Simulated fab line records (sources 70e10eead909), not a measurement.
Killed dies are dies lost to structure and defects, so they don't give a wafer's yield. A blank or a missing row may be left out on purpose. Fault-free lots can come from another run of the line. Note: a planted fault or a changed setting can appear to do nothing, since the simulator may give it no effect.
fab line records | flow nandHarc | part 2 of 2: steps 23 to 35 of 35
record lots=5 | wafers=15 | lastDay=31
route steps=1302 shown A_CHANNEL_FILL_D1@495 A_DECK1_JOINT@518
lots that met no fault: from a run of the same line without faults
startH: start of the lot's first displayed wafer, in hours after the record's first day | waitH: hours since the lot's step before | " unchanged from the row above | L1.1+2: a single row standing in for several wafers | - no value, or no start was given | * or withheld: withheld | < > ~ a bound
route shown NAME@n: NAME is a module with steps in the file, n the number in the route of the first one | usual: mean/standard deviation of fault-free wafers | same: alike in all rows | chamber/n: place in a boat | sites: per-site readings | _std_site: the values' standard deviation | _edge_site: the outer-site mean with the inner-site mean subtracted | radiusMm: how far each site lies from the wafer's centre | mask NAME#n: copy n | behind: the last tool/chamber to shape the wafer | hold: the reason the lot was held/the length of the hold in hours/how it ended | device: the n, p or np transistor that did not switch | end of line: tests of these same wafers at the route's end | where a step has no rows: the recipe by itself | killed: not the wafer's yield, but the dies lost to structure and defects at the first sort | map: a wafer's dies, x killed, . not, _ none there
set.NAME: the setting the step ran with; set.NAME@STEP: the setting that earlier step ran with | model.NAME: the simulator's own value behind a step, which no gauge read
lots at selected steps of the route; one table per step, one row per wafer
services: the hour from which a tool's chamber was out of use, counted from the record's first day as startH (under 0 if before that day), plus the number of hours and why
## steps
# step NHARC_A_DECK1_JOINT_ETCH_19
# recipe tempC=25 | targetDepthA=30 | chemistry=TMAH | material=poly-Si
lot.wafer  | tool        | chamber | startH | waitH
L074.6+4+1 | wetBench-07 | 4,5,7   | 245.68 | 0.0
L082.4+3+1 | wetBench-02 | 5,6,7   | 324.43 | 0.0
L085.2+1+6 | wetBench-01 | 3,4,5   | 335.05 | 0.0
L089.3+4+6 | wetBench-02 | 3,4,5   | 377.70 | 0.0
L093.4+6+1 | wetBench-02 | 4,6,0   | 419.37 | 0.0
# step NHARC_A_DECK1_JOINT_ETCH_18
# recipe targetDepthA=30 | chemistry=dHF | material=SiO2
lot.wafer  | tool        | chamber | startH | waitH
L074.6+4+1 | wetBench-07 | 4,5,7   | -      | -
L082.4+3+1 | wetBench-02 | 5,6,7   | -      | -
L085.2+1+6 | wetBench-01 | 3,4,5   | -      | -
L089.3+4+6 | wetBench-02 | 3,4,5   | -      | -
L093.4+6+1 | wetBench-02 | 4,6,0   | -      | -
# step NHARC_A_DECK1_JOINT_WET_08
# recipe tempC=160 | timeS=86 | chemistry=H3PO4
lot.wafer  | tool        | chamber | startH | waitH
L074.1+4+6 | wetH3po4-01 | 0       | 247.47 | -
L082.1+3+4 | wetH3po4-01 | 1       | 326.22 | -
L085.1+2+6 | wetH3po4-02 | 1       | 336.85 | -
L089.3+4+6 | wetH3po4-01 | 1       | 379.50 | -
L093.1+4+6 | wetH3po4-01 | 1       | 421.16 | -
# step NHARC_A_DECK1_JOINT_ETCH_09
# recipe targetDepthA=50 | chemistry=dHF | material=SiO2
lot.wafer  | tool        | chamber | startH | waitH
L074.1+4+6 | wetBench-01 | 2,3,5   | 248.03 | 0.0
L082.1+4+3 | wetBench-02 | 1,2,5   | 326.77 | 0.0
L085.1+6+2 | wetBench-01 | 1,5,6   | 337.40 | 0.0
L089.6+3+4 | wetBench-07 | 1,2,4   | 380.05 | 0.0
L093.1+4+6 | wetBench-07 | 7,2,4   | 421.70 | 0.0
# step NHARC_A_DECK1_JOINT_WET_10
# recipe tempC=160 | timeS=86 | chemistry=H3PO4
lot.wafer  | tool        | chamber | startH | waitH
L074.1+4+6 | wetH3po4-01 | 1       | 249.72 | 1.7
L082.1+3+4 | wetH3po4-02 | 1       | 328.46 | 1.7
L085.1+2+6 | wetH3po4-02 | 0       | 339.09 | 1.7
L089.3+4+6 | wetH3po4-01 | 1       | 381.74 | 1.7
L093.1+4+6 | wetH3po4-01 | 1       | 423.39 | 1.7
# step NHARC_A_DECK1_JOINT_ETCH_11
# recipe targetDepthA=350 | chemistry=dHF | material=SiO2
lot.wafer  | tool        | chamber | startH | waitH
L074.6+1+4 | wetBench-01 | 3,4,0   | 250.26 | 0.0
L082.4+3+1 | wetBench-01 | 7,2,3   | 329.01 | 0.0
L085.2+1+6 | wetBench-02 | 7,1,2   | 339.76 | 0.1
L089.3+6+4 | wetBench-07 | 4,0,1   | 382.29 | 0.0
L093.1+4+6 | wetBench-07 | 3,5,7   | 423.94 | 0.0
# step NHARC_A_DECK1_JOINT_CVD_12
# recipe targetThkA=900 | tempC=620 | pressureMtorr=200 | timeS=1800 | material=poly-Si
# usual zonePowerBottomPct=14.9/1.5
lot.wafer | tool         | chamber | startH | waitH | zonePowerBottomPct
L074.1    | lpcvdPoly-02 | 0       | 252.75 | 2.5   | 16.2
L074.4    | "            | 0       | "      | "     | 16.2
L074.6    | "            | 0       | "      | "     | 16.1
L082.1    | lpcvdPoly-02 | 0       | 331.51 | 2.4   | 16.2
L082.3    | "            | 0       | "      | "     | 16.1
L082.4    | "            | 0       | "      | "     | 15.9
L085.1    | lpcvdPoly-03 | 0       | 342.32 | 2.5   | 13.6
L085.2    | "            | 0       | "      | "     | 13.7
L085.6    | "            | 0       | "      | "     | 13.5
L089.3    | lpcvdPoly-02 | 0       | 384.79 | 2.5   | 16.0
L089.4    | "            | 0       | "      | "     | 15.7
L089.6    | "            | 0       | "      | "     | 16.2
L093.1    | lpcvdPoly-02 | 0       | 426.44 | 2.5   | 16.2
L093.4    | "            | 0       | "      | "     | 16.0
L093.6    | "            | 0       | "      | "     | 16.1
# step NHARC_A_DECK1_JOINT_CMP_13
# recipe targetThkNm=51.023
# usual motorCurrentA=11.6/1.1 | retainingRingPressureFrac=1.000/0.0049 | slurryFilterDpKPa=13.49/0.14 | timeToEndpointS=9.5/2.3
lot.wafer | tool   | chamber | startH | waitH | motorCurrentA | retainingRingPressureFrac | slurryFilterDpKPa | timeToEndpointS
L074.1    | cmp-03 | 2       | 255.62 | 0.4   | 12.9          | 1.004                     | 13.19             | 7.3
L074.4    | "      | 0       | "      | "     | 13.1          | 1.000                     | 13.30             | 10.7
L074.6    | "      | 2       | "      | "     | 12.7          | 1.006                     | 13.47             | 6.0
L082.4    | cmp-02 | 3       | 334.38 | 0.4   | 9.3           | 0.998                     | 13.36             | 9.7
L082.3    | "      | 1       | "      | "     | 12.6          | 1.007                     | 13.50             | 6.4
L082.1    | "      | 2       | "      | "     | 11.4          | 1.000                     | 13.52             | 4.1
L085.1    | cmp-03 | 1       | 345.19 | 0.4   | 12.1          | 0.994                     | 13.54             | 14.1
L085.2    | "      | 2       | "      | "     | 12.1          | 1.008                     | 13.51             | 11.0
L085.6    | "      | 0       | "      | "     | 13.5          | 1.005                     | 13.36             | 11.1
L089.3    | cmp-03 | 3       | 387.62 | 0.4   | 11.5          | 0.993                     | 13.78             | 10.2
L089.4    | "      | 2       | "      | "     | 12.3          | 0.996                     | 13.57             | 10.0
L089.6    | "      | 3       | "      | "     | 12.4          | 0.996                     | 13.67             | 12.3
L093.4    | cmp-02 | 1       | 429.24 | 0.4   | 12.5          | 0.999                     | 13.51             | 3.8
L093.1    | "      | 0       | "      | "     | 12.0          | 0.994                     | 13.48             | 9.3
L093.6    | "      | 1       | "      | "     | 12.5          | 0.996                     | 13.48             | 6.8
# step NHARC_A_DECK1_JOINT_THK_MEAS_14
# recipe thkMeasGauge=ellipsometry
# usual thkNm=50.6/1.3
lot.wafer | tool         | chamber | startH | waitH | thkNm
L074.1    | filmMetro-02 | -       | 255.85 | 0.2   | 50.3
L074.4    | "            | -       | "      | "     | 49.0
L074.6    | "            | -       | "      | "     | 50.1
L082.1    | filmMetro-01 | -       | 334.63 | 0.2   | 50.6
L082.3    | "            | -       | "      | "     | 51.6
L082.4    | "            | -       | "      | "     | 51.5
L085.1    | filmMetro-02 | -       | 345.42 | 0.2   | 51.9
L085.2    | "            | -       | "      | "     | 49.8
L085.6    | "            | -       | "      | "     | 52.7
L089.3    | filmMetro-01 | -       | 387.89 | 0.2   | 50.4
L089.4    | "            | -       | "      | "     | 49.2
L089.6    | "            | -       | "      | "     | 49.5
L093.1    | filmMetro-01 | -       | 429.49 | 0.2   | 48.9
L093.4    | "            | -       | "      | "     | 49.9
L093.6    | "            | -       | "      | "     | 49.5
# step NHARC_A_DECK1_JOINT_SRD_04
lot.wafer  | tool        | chamber | startH | waitH
L074.6+4+1 | wetBench-02 | 5,6,7   | 255.90 | 0.0
L082.4+1+3 | wetBench-07 | 7,0,3   | 334.68 | 0.0
L085.6+2+1 | wetBench-01 | 4,5,6   | 345.47 | 0.0
L089.6+3+4 | wetBench-07 | 4,7,0   | 387.93 | 0.0
L093.6+1+4 | wetBench-01 | 1,2,4   | 429.54 | 0.0
# step NHARC_A_DECK1_JOINT_ETCHBACK_00
# recipe targetDepthA=300 | timeS=17.4 | hbrFlowSccm=150 | rfW=350 | icpW=350 | biasW=60 | chemistry=HBr
# usual drypumpMotorCurrentA=5.9/0.48 | oesProductAu=0.997/0.011 | rfFwdPowerW=342.8/2 | throttleValvePct=23.267/0.0092
lot.wafer | tool     | chamber | startH | waitH | drypumpMotorCurrentA | oesProductAu | rfFwdPowerW | rfHoursCounterH | throttleValvePct
L074.1    | rieSi-02 | 1       | 255.98 | 0.1   | 5.2                  | 0.973        | 342.7       | 0.9             | 23.283
L074.4    | "        | 0       | "      | "     | 5.4                  | 0.987        | 343.6       | 0.8             | 23.254
L074.6    | "        | 2       | "      | "     | 5.6                  | 1.011        | 344.5       | -               | 23.260
L082.1    | rieSi-02 | 0       | 334.77 | 0.1   | 5.4                  | 1.019        | 341.6       | 0.4             | 23.262
L082.3    | "        | 1       | "      | "     | 5.2                  | 0.996        | 340.5       | 0.4             | 23.282
L082.4    | "        | 2       | "      | "     | 5.6                  | 1.006        | 343.3       | 0.3             | 23.261
L085.2    | rieSi-02 | 2       | 345.56 | 0.1   | 5.6                  | 1.013        | 344.0       | 0.3             | 23.272
L085.1    | "        | 0       | "      | "     | 5.4                  | 1.010        | 342.4       | 0.4             | 23.276
L085.6    | "        | 1       | "      | "     | 5.3                  | 1.002        | 341.1       | -               | 23.259
L089.3    | rieSi-02 | 2       | 388.02 | 0.1   | 5.7                  | 0.999        | 342.2       | 0.8             | 23.258
L089.4    | "        | 0       | "      | "     | 5.4                  | 1.006        | 341.6       | 0.7             | 23.265
L089.6    | "        | 2       | "      | "     | 5.7                  | 0.994        | 342.4       | -               | 23.274
L093.4    | rieSi-05 | 3       | 429.65 | 0.1   | 6.3                  | 0.984        | 341.7       | 0.8             | 23.271
L093.1    | "        | 0       | "      | "     | 6.0                  | 0.998        | 345.5       | 0.7             | 23.274
L093.6    | "        | 1       | "      | "     | 6.0                  | 0.995        | 343.2       | -               | 23.270
# step NHARC_A_DECK1_JOINT_PRECLEAN_30
# recipe timeS=* | tempC=50 | bathAgeMin=0 | chemistry=SC1
# usual sc1H2o2EndMolL=0.3698/0.00074
lot.wafer | tool        | chamber | startH | waitH | sc1H2o2EndMolL
L074.4    | wetBench-02 | 6       | 256.13 | 0.1   | 0.3704
L074.6    | "           | 7       | "      | "     | 0.3687
L074.1    | "           | 1       | "      | "     | 0.3706
L082.4    | wetBench-07 | 0       | 334.91 | 0.1   | 0.3697
L082.3    | "           | 1       | "      | "     | 0.3694
L082.1    | "           | 3       | "      | "     | 0.3697
L085.6    | wetBench-01 | 5       | 345.69 | 0.1   | 0.3703
L085.1    | "           | 6       | "      | "     | 0.3701
L085.2    | "           | 7       | "      | "     | 0.3695
L089.6    | wetBench-01 | 1       | 388.16 | 0.1   | 0.3700
L089.4    | "           | 5       | "      | "     | 0.3682
L089.3    | "           | 6       | "      | "     | 0.3706
L093.4    | wetBench-01 | 3       | 429.77 | 0.1   | 0.3709
L093.1    | "           | 6       | "      | "     | 0.3711
L093.6    | "           | 7       | "      | "     | 0.3698
# step NHARC_A_DECK1_JOINT_SRD_31
lot.wafer  | tool        | chamber | startH | waitH
L074.4+6+1 | wetBench-02 | 6,7,1   | -      | -
L082.4+3+1 | wetBench-07 | 0,1,3   | -      | -
L085.6+1+2 | wetBench-01 | 5,6,7   | -      | -
L089.6+4+3 | wetBench-01 | 1,5,6   | -      | -
L093.4+1+6 | wetBench-01 | 3,6,7   | -      | -
## services
tool         | chamber | startH | hours | kind
wetBench-06  | -       | 193.60 | 8.0   | pm
rieDiel-13   | -       | 194.85 | 1.1   | repair
wetBench-02  | -       | 204.17 | 4.1   | repair
lpcvdPoly-02 | -       | 207.10 | 26.0  | pm
wetBench-03  | -       | 210.44 | 8.0   | pm
rieSi-02     | 1       | 240.69 | 1.3   | repair
wetBench-02  | -       | 244.00 | 8.0   | pm
wetH3po4-01  | -       | 252.78 | 29.1  | repair
rieDiel-13   | 0       | 266.45 | 15.9  | repair
rieSi-02     | -       | 277.00 | 9.0   | pm
wetBench-01  | -       | 277.60 | 8.0   | pm
wetBench-02  | -       | 286.30 | 13.3  | repair
rieDiel-13   | 2       | 303.14 | 3.7   | repair
wetBench-07  | -       | 328.13 | 2.3   | repair
rieDiel-13   | 0       | 328.72 | 4.0   | repair
wetBench-07  | -       | 336.06 | 8.0   | pm
rieDiel-13   | -       | 342.00 | 9.0   | pm
wetBench-09  | -       | 352.80 | 8.0   | pm
rieDiel-13   | 2       | 368.03 | 3.2   | repair
wetBench-06  | -       | 369.60 | 8.0   | pm
wetBench-03  | -       | 386.44 | 8.0   | pm
wetBench-07  | -       | 388.45 | 0.5   | repair
rieDiel-13   | -       | 393.76 | 0.2   | repair
wetBench-02  | -       | 420.00 | 8.0   | pm
